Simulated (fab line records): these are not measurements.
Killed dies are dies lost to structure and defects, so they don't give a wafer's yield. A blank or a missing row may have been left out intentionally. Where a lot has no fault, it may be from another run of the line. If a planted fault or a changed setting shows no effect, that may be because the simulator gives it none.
Matching of chambers || flow n5Finfet || 4 sister chambers for N5_HKMG_FIN_ETCH_32 on rieDiel-02
The step etches SOC in N2/H2, target depth 240 nm, time 300 s. 4 wafers are shown with their chamber, then 9 later ones without.

== EACH WAFER AND ITS CHAMBER ==
{"wafer": "L088.5", "chamber": 1, "drypumpMotorCurrentA (A)": 6.0}
{"wafer": "L089.1", "chamber": 0, "drypumpMotorCurrentA (A)": 5.7}
{"wafer": "L089.4", "chamber": 3, "drypumpMotorCurrentA (A)": 5.8}
{"wafer": "L089.6", "chamber": 2, "drypumpMotorCurrentA (A)": 5.4}

== WAFERS WITHOUT THEIR CHAMBER ==
{"wafer": "L091.2", "drypumpMotorCurrentA (A)": 6.0}
{"wafer": "L091.5", "drypumpMotorCurrentA (A)": 5.7}
{"wafer": "L091.6", "drypumpMotorCurrentA (A)": 5.8}
{"wafer": "L094.1", "drypumpMotorCurrentA (A)": 5.3}
{"wafer": "L094.4", "drypumpMotorCurrentA (A)": 5.7}
{"wafer": "L094.5", "drypumpMotorCurrentA (A)": 5.4}
{"wafer": "L097.2", "drypumpMotorCurrentA (A)": 5.7}
{"wafer": "L097.3", "drypumpMotorCurrentA (A)": 6.0}
{"wafer": "L097.5", "drypumpMotorCurrentA (A)": 5.3}

== EACH ONE'S CHAMBER ==
{"wafer": "L091.2", "from the rows above": 1, "in truth": 1}
{"wafer": "L091.5", "from the rows above": 0, "in truth": 0}
{"wafer": "L091.6", "from the rows above": 3, "in truth": 3}
{"wafer": "L094.1", "from the rows above": 2, "in truth": 2}
{"wafer": "L094.4", "from the rows above": 0, "in truth": 0}
{"wafer": "L094.5", "from the rows above": 2, "in truth": 2}
{"wafer": "L097.2", "from the rows above": 0, "in truth": 0}
{"wafer": "L097.3", "from the rows above": 1, "in truth": 1}
{"wafer": "L097.5", "from the rows above": 2, "in truth": 2}
Correctly placed: 9 of 9. From these rows, 0 cannot be placed. Wrongly placed: 0.
How it was worked out, from the rows above alone: a wafer's distance from a chamber is the root of the sum, over the readings, of the square of ((its reading less the chamber's mean) divided by the reading's scatter). If the next closest chamber is less than 2 further off than the closest, the wafer can't be placed; otherwise it belongs to the closest. For every chamber, the mean is computed from those of its wafers that are shown. The scatter: root of mean squared gap, hidden wafer to nearest shown wafer, with one shown wafer a chamber.
